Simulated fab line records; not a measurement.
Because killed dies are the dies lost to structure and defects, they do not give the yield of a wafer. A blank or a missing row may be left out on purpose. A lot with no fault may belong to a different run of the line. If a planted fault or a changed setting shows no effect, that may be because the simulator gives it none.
fab line records -- flow n5_finfet
record lots=7, wafers=21
route steps=1938 shown BEOL_M15@1809 MIM_BOT_ETCH@1866 PASSIVATION@1910
start_h: start of the lot's first displayed wafer, in hours after the record's first day -- wait_h: time in hours since the lot's previous step -- " same as the row above -- L1.1+2: one row covering several wafers at once -- - no value, or no start was given -- * or withheld: withheld -- < > ~ a bound
route shown NAME@n: NAME is a module with steps in the file, n the number in the route of the first one -- usual: mean and standard deviation over wafers with no fault -- same: alike in all rows -- chamber/n: place in a boat -- sites: per-site readings -- _std_site: the values' standard deviation -- _edge_site: the outer-site mean with the inner-site mean subtracted -- radius_mm: how far each site lies from the wafer's centre -- mask NAME#n: copy n -- behind: the last tool/chamber to shape the wafer -- hold: why the lot went on hold/how many hours it stayed there/how the hold came to an end -- device: transistor that didn't switch, given as n, p or np -- end of line: at the end of the route, the tests of the same wafers -- a step with no rows: only its recipe -- killed: dies lost to structure and defects at the first sort, not the wafer's yield -- map: a wafer's dies, marking killed ones x, the rest . and places with no die _
set.NAME: the setting the step ran with; set.NAME@STEP: the setting that earlier step ran with -- model.NAME: the simulator's own value behind a step, which no gauge read
lots run with intentionally changed settings; tables by step, rows by wafer
## steps
# step N5_BEOL_M15_TRENCH_ETCH_34
# recipe chemistry=C4F8/O2/Ar, target=SiO2, target_depth_a=8729.3, he_inner_torr=15, he_outer_torr=30, time_s=199, ion_energy_ev=800, pressure_mtorr=20, source_w=1905, bias_w=2040, Ar_flow_sccm=400, C4F8_flow_sccm=16, O2_flow_sccm=12
lot.wafer,tool,chamber,start_h,wait_h,set.time_s,model.etch.depth_nm
L074.1,rie_diel-01,0,243.44,0.0,219.7,982.5
L074.5,rie_diel-01,0,243.44,0.0,199,888.7
L074.6,rie_diel-01,1,243.44,0.0,199,844.4
L079.2,rie_diel-01,1,266.54,0.0,186.6,792.6
L079.3,rie_diel-01,3,266.54,0.0,199,848.3
L079.5,rie_diel-01,2,266.54,0.0,186.6,817.4
L082.1,rie_diel-01,1,291.83,0.0,199,840.9
L082.2,rie_diel-01,0,291.83,0.0,199,914.5
L082.3,rie_diel-01,2,291.83,0.0,229.5,996.3
L084.2,rie_diel-02,3,309.34,0.0,212.8,950.9
L084.3,rie_diel-02,0,309.34,0.0,212.8,923.8
L084.5,rie_diel-02,0,309.34,0.0,212.8,910.9
L086.1,rie_diel-02,0,326.96,0.0,199,854.8
L086.2,rie_diel-02,1,326.96,0.0,199,871.3
L086.6,rie_diel-02,0,326.96,0.0,176.8,759.3
L091.1,rie_diel-01,1,346.07,0.0,221.2,931.2
L091.3,rie_diel-01,3,346.07,0.0,199,874.5
L091.5,rie_diel-01,1,346.07,0.0,221.2,924.3
L095.1,rie_diel-01,1,378.06,0.0,199,822.9
L095.2,rie_diel-01,0,378.06,0.0,199,887.9
L095.4,rie_diel-01,2,378.06,0.0,199,879.4
# step N5_BEOL_M15_STRIP_36
# recipe chemistry=O2, power_w=600, temp_c=60, pressure_mtorr=30, rf_frequency_hz=6e+07, bias_power_w=0, overash_fraction=0.3, o2_flow_sccm=225
# step N5_BEOL_M15_ECD_47
# recipe material=Cu, target_thk_a=18600
# step N5_BEOL_M15_ANNEAL_48
# recipe temp_c=225, time_s=90, ambient=N2
# step N5_BEOL_M15_CMP_49
# recipe stop_on=SiO2, t_overpolish_s=4.9, down_force_psi=2, platen_rpm=80, clearing_platen_down_force_psi=2, clearing_platen_rpm=80, post_cmp_clean=cu_alkaline, target_thk_nm=850, clearing_platen_pad_velocity_m_s=1.5917, pad_velocity_m_s=1.5917
lot.wafer,tool,chamber,start_h,wait_h,set.time_s@BEOL_M15_TRENCH_ETCH_34,model.Cu_of_BEOL_M15_ECD_47.thk_nm
L074.1,cmp-04,3,246.90,0.3,219.7,962
L074.6,cmp-04,3,246.90,0.3,199,824.2
L074.5,cmp-04,0,246.90,0.3,199,869.4
L079.3,cmp-02,1,269.09,0.3,199,823.6
L079.2,cmp-02,0,269.09,0.3,186.6,769.8
L079.5,cmp-02,1,269.09,0.3,186.6,793
L082.3,cmp-04,3,293.71,0.2,229.5,975.6
L082.1,cmp-04,0,293.71,0.2,199,819.6
L082.2,cmp-04,1,293.71,0.2,199,893
L084.3,cmp-01,2,313.24,0.2,212.8,902.2
L084.2,cmp-01,0,313.24,0.2,212.8,926.6
L084.5,cmp-01,2,313.24,0.2,212.8,888.2
L086.1,cmp-02,0,332.73,0.3,199,833.2
L086.2,cmp-02,1,332.73,0.3,199,848
L086.6,cmp-02,3,332.73,0.3,176.8,734.4
L091.3,cmp-04,3,349.49,0.3,199,852.8
L091.1,cmp-04,1,349.49,0.3,221.2,910
L091.5,cmp-04,0,349.49,0.3,221.2,904.6
L095.2,cmp-04,0,380.47,0.2,199,867.2
L095.4,cmp-04,1,380.47,0.2,199,857.2
L095.1,cmp-04,2,380.47,0.2,199,801
# step N5_BEOL_M15_THK_MEAS_50
# recipe thk_meas_gauge=xrf, reads=Cu_of_BEOL_M15_ECD_47
# usual M15_THK=863/23
lot.wafer,tool,chamber,start_h,wait_h,set.time_s@BEOL_M15_TRENCH_ETCH_34,M15_THK[nm]
L074.1,film_metro-01,-,247.20,-,219.7,986
L074.5,film_metro-01,-,247.20,-,199,889
L074.6,film_metro-01,-,247.20,-,199,841
L079.2,film_metro-01,-,269.38,-,186.6,773
L079.3,film_metro-01,-,269.38,-,199,828
L079.5,film_metro-01,-,269.38,-,186.6,800
L082.1,film_metro-01,-,293.97,-,199,833
L082.2,film_metro-01,-,293.97,-,199,909
L082.3,film_metro-01,-,293.97,-,229.5,993
L084.2,film_metro-02,-,313.53,-,212.8,934
L084.3,film_metro-02,-,313.53,-,212.8,911
L084.5,film_metro-02,-,313.53,-,212.8,901
L086.1,film_metro-01,-,332.95,-,199,840
L086.2,film_metro-01,-,332.95,-,199,857
L086.6,film_metro-01,-,332.95,-,176.8,739
L091.1,film_metro-02,-,349.79,-,221.2,916
L091.3,film_metro-02,-,349.79,-,199,861
L091.5,film_metro-02,-,349.79,-,221.2,920
L095.1,film_metro-01,-,380.73,-,199,817
L095.2,film_metro-01,-,380.73,-,199,882
L095.4,film_metro-01,-,380.73,-,199,872
# step N5_MIM_BOT_ETCH_ETCH_04
# recipe chemistry=CF4/O2, target=SiNx, target_depth_a=260, time_s=13, ion_energy_ev=100, pressure_mtorr=40, source_w=535, bias_w=49, Ar_flow_sccm=100, cf4_flow_sccm=100, O2_flow_sccm=10
lot.wafer,tool,chamber,start_h,wait_h,set.time_s,model.etch.depth_nm
L074.1,rie_diel-03,3,252.95,0.0,13,27.53
L074.5,rie_diel-03,2,252.95,0.0,13,27.55
L074.6,rie_diel-03,1,252.95,0.0,13,25.42
L079.2,rie_diel-05,1,274.74,0.0,13,26.46
L079.3,rie_diel-05,2,274.74,0.0,13,24.49
L079.5,rie_diel-05,0,274.74,0.0,13,24.89
L082.1,rie_diel-04,0,298.23,0.0,13,26.91
L082.2,rie_diel-04,3,298.23,0.0,13,26.59
L082.3,rie_diel-04,1,298.23,0.0,13,26.17
L084.2,rie_diel-04,3,317.52,0.0,13,26.54
L084.3,rie_diel-04,2,317.52,0.0,13,26.13
L084.5,rie_diel-04,1,317.52,0.0,13,26.24
L086.1,rie_diel-03,0,337.81,0.0,13,24.92
L086.2,rie_diel-03,2,337.81,0.0,10.92,22.69
L086.6,rie_diel-03,2,337.81,0.0,13,27.14
L091.1,rie_diel-05,2,355.79,0.0,15.78,29.7
L091.3,rie_diel-05,3,355.79,0.0,13,25.44
L091.5,rie_diel-05,2,355.79,0.0,13,24.47
L095.1,rie_diel-04,0,386.37,0.0,13,26.59
L095.2,rie_diel-04,2,386.37,0.0,13,26.5
L095.4,rie_diel-04,2,386.37,0.0,13,26.78
# step N5_PASSIVATION_ETCH_59
# recipe chemistry=Cl2/BCl3, target=TaN, target_depth_a=650, time_s=34.9, ion_energy_ev=100, pressure_mtorr=10, icp_w=900, bias_w=100, Cl2_flow_sccm=60, bcl3_flow_sccm=30
lot.wafer,tool,chamber,start_h,wait_h,set.time_s,model.etch.depth_nm
L074.1,rie_metal-01,1,256.91,0.3,34.9,66.58
L074.5,rie_metal-01,1,256.91,0.3,29.09,55.79
L074.6,rie_metal-01,0,256.91,0.3,34.9,61.07
L079.2,rie_metal-02,0,282.06,0.3,38.1,68.4
L079.3,rie_metal-02,1,282.06,0.3,34.9,62.69
L079.5,rie_metal-02,0,282.06,0.3,34.9,62.81
L082.1,rie_metal-01,1,301.47,0.3,34.9,67.31
L082.2,rie_metal-01,0,301.47,0.3,34.9,61.61
L082.3,rie_metal-01,0,301.47,0.3,34.9,61.74
L084.2,rie_metal-02,0,323.60,0.3,34.9,62.2
L084.3,rie_metal-02,1,323.60,0.3,40.19,72.14
L084.5,rie_metal-02,1,323.60,0.3,40.19,71.9
L086.1,rie_metal-03,0,343.75,0.3,34.9,69.1
L086.2,rie_metal-03,1,343.75,0.3,40.43,75.89
L086.6,rie_metal-03,1,343.75,0.3,40.43,75.45
L091.1,rie_metal-03,0,360.78,0.3,34.9,67.91
L091.3,rie_metal-03,1,360.78,0.3,27.15,51.01
L091.5,rie_metal-03,1,360.78,0.3,34.9,64.72
L095.1,rie_metal-01,1,393.16,0.3,34.9,66.46
L095.2,rie_metal-01,0,393.16,0.3,34.9,63.73
L095.4,rie_metal-01,1,393.16,0.3,34.9,66.78
## key
split step=N5_BEOL_M15_TRENCH_ETCH_34, setting=time_s, stated=199, by=wafer
response step=N5_BEOL_M15_TRENCH_ETCH_34, reading=model.etch.depth_nm, change=+8, per=1%, r=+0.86
response step=N5_BEOL_M15_CMP_49, reading=model.Cu_of_BEOL_M15_ECD_47.thk_nm, change=+8.06, per=1%, r=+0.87
response step=N5_BEOL_M15_THK_MEAS_50, reading=M15_THK, change=+8.3, per=1%, r=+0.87
split step=N5_MIM_BOT_ETCH_ETCH_04, setting=time_s, stated=13, by=wafer
response step=N5_MIM_BOT_ETCH_ETCH_04, reading=model.etch.depth_nm, change=+0.217, per=1%, r=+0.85
split step=N5_PASSIVATION_ETCH_59, setting=time_s, stated=34.9, by=wafer
response step=N5_PASSIVATION_ETCH_59, reading=model.etch.depth_nm, change=+0.583, per=1%, r=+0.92
